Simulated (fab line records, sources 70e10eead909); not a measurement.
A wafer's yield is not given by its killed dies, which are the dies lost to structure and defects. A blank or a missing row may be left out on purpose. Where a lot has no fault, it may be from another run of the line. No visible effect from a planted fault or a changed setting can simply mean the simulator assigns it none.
A struck lot beside a sound one ; flow nand harc ; 28 out of 1302 route steps
Sound: the wafers L497.3, L497.5, L497.6. Struck: wafers L504.1, L504.6. (L504.2 of the same lot was not struck and is left out.) The cause comes at the end.
Order at every step that has rows: each side's tool, ch and its chambers, its first start. Under that, the readings that differ: sound wafers ; struck wafers ; difference of the means ; sigmas: that difference in standard deviations of wafers without a fault.
alike: readings with means less than 2 such deviations apart, plus words and numbers identical on both sides. not compared: withheld readings, readings lacking a value on some wafer, bounds such as >300 that could conceal the same value, and numbers that have no deviation in the record and whose values overlap.
A row with sigmas, a row that says differs or no value, or rows on one side alone: a step with any of these is where the two part. When numbers do not overlap yet have no deviation, they are printed without sigmas and do not part them. A reading missing from all wafers of one side parts the sides only when that side holds two or more wafers.

NHARC_A_CHANNEL_HOLE_D2_OVL_MEAS_11:
  sound on overlay-02 at day 14 08:19; struck on overlay-02 at day 17 15:23
  alike: overlay x nm, overlay y nm
NHARC_A_CHANNEL_HOLE_D2_INSPECT_12:
  sound on defect inspect-01 at day 14 08:21; struck on defect inspect-01 at day 17 15:26
  alike: raw defect count
NHARC_A_CHANNEL_HOLE_D2_DESCUM_15: chemistry O2, time 3 s.
  sound on rie diel-05 ch 2,3, day 14 08:25; struck on rie diel-12 ch 1,2, day 17 15:30
  alike: drypump motor current A, oes product au, rf vpp V, showerhead plenum p Torr, throttle valve pct
  not compared: rf hours counter h
then, 3 steps without rows for these wafers: NHARC_A_CHANNEL_HOLE_D2_ETCH_38 (etches the open film in CF4, target depth 39 nm, time 65 s); NHARC_A_CHANNEL_HOLE_D2_ETCH_39 (etches the open film in N2/H2, target depth 260 nm, time 325 s); NHARC_A_CHANNEL_HOLE_D2_ETCH_34 (etches the open film in CF4/CHF3, target depth 154 nm, time 77 s).
NHARC_A_CHANNEL_HOLE_D2_ETCH_16: etches the open film in O2/COS, target depth 3100 nm, time 806 s.
  sound on rie diel-05 ch 1,2; struck on rie diel-12 ch 0,1
  alike: drypump motor current A, oes product au, rf vpp V, showerhead plenum p Torr, throttle valve pct
  not compared: rf hours counter h
NHARC_A_CHANNEL_HOLE_D2_CD_MEAS_18:
  sound on cd sem-01 at day 14 09:32; struck on cd sem-01 at day 17 16:59
  alike: cd nm
then, 1 step without rows for these wafers: NHARC_A_CHANNEL_HOLE_D2_ETCH_19 (etches the open film in C4F8/O2/Ar, time 34.5 s).
NHARC_A_CHANNEL_HOLE_D2_ETCH_20: etches the open film in C4F8/O2/Ar, time 361.9 s, target depth 1600 nm.
  sound on har etch-02 ch 0,1, day 14 09:52; struck on har etch-01 ch 1, day 17 22:13
  alike: drypump motor current A, he backside leak sccm, showerhead plenum p Torr, throttle valve pct
  not compared: rf hours counter h
then, 2 steps without rows for these wafers: NHARC_A_CHANNEL_HOLE_D2_ETCH_21 (etches the open film in C4F8/O2/Ar, time 514.3 s, target depth 1600 nm); NHARC_A_CHANNEL_HOLE_D2_ETCH_22 (etches the open film in C4F8/O2/Ar, time 666.7 s, target depth 1600 nm).
NHARC_A_CHANNEL_HOLE_D2_ETCH_23: etches the open film in C4F8/O2/Ar, time 819 s, target depth 1600 nm.
  sound on har etch-02 ch 0,1, day 14 11:22; struck on har etch-01 ch 1, day 17 23:32
  alike: drypump motor current A, he backside leak sccm, showerhead plenum p Torr, throttle valve pct
  not compared: rf hours counter h
then, 3 steps without rows for these wafers: NHARC_A_CHANNEL_HOLE_D2_ETCH_24 (etches the open film in C4F8/O2/Ar, time 906.2 s, target depth 1500 nm); NHARC_A_CHANNEL_HOLE_D2_ETCH_25 (etches the open film in C4F8/O2/Ar, time 1040.2 s, target depth 1500 nm); NHARC_A_CHANNEL_HOLE_D2_ETCH_26 (etches the open film in C4F8/O2/Ar, time 224.1 s, target depth 300 nm).
NHARC_A_CHANNEL_HOLE_D2_ETCH_27: etches the open film in C4F8/O2/Ar, time 90 s, target depth 400 nm.
  sound on har etch-02 ch 0,1, day 14 13:38; struck on har etch-01 ch 1, day 18 02:05
  alike: drypump motor current A, he backside leak sccm, showerhead plenum p Torr, throttle valve pct
  not compared: rf hours counter h
then, 3 steps without rows for these wafers: NHARC_A_CHANNEL_HOLE_D2_STRIP_41 (strips in N2/H2); NHARC_A_CHANNEL_HOLE_D2_STRIP_42 (strips in CF4/CHF3); NHARC_A_CHANNEL_HOLE_D2_STRIP_43 (strips in O2/COS).
NHARC_A_CHANNEL_HOLE_D2_ETCH_44: etches the open film in CF4/O2, target depth 140 nm, overetch 14 nm, time 77 s.
  sound on rie diel-12 ch 0,2,3, day 14 14:48; struck on rie diel-12 ch 0,3, day 18 02:51
  alike: drypump motor current A, oes product au, rf vpp V, showerhead plenum p Torr, throttle valve pct
  not compared: rf hours counter h
then, 3 steps without rows for these wafers: NHARC_A_CHANNEL_HOLE_D2_STRIP_28 (strips in O2); NHARC_A_CHANNEL_HOLE_D2_PRECLEAN_29 (cleans in SC1); NHARC_A_CHANNEL_HOLE_D2_SRD_30.
NHARC_A_CHANNEL_HOLE_D2_CD_MEAS_31:
  sound on cd sem-01 at day 14 15:35; struck on cd sem-01 at day 18 03:49
  alike: cd nm
NHARC_A_CHANNEL_HOLE_D2_XSEM_32:
  sound on xsem-01 ch 0, day 14 15:40; struck on xsem-02 ch 0
reading;sound;struck;difference;sigmas
bow nm (nm);8.89 8.87 8.89;- -;no value on the struck wafers;
  alike: bot cd nm, tilt deg
NHARC_A_CHANNEL_HOLE_D2_INSPECT_40:
  sound on defect inspect-01 at day 14 15:46; struck on defect inspect-02 at day 18 05:42
  alike: raw defect count
NHARC_END_SORT_01:
  the record has rows for the sound wafers here (prober-02 ch 0, day 25 18:58) and none for the struck ones

WHERE THEY PART
First at NHARC_A_CHANNEL_HOLE_D2_XSEM_32; last, within this record, at NHARC_END_SORT_01.

WHY: the cause the simulator had injected
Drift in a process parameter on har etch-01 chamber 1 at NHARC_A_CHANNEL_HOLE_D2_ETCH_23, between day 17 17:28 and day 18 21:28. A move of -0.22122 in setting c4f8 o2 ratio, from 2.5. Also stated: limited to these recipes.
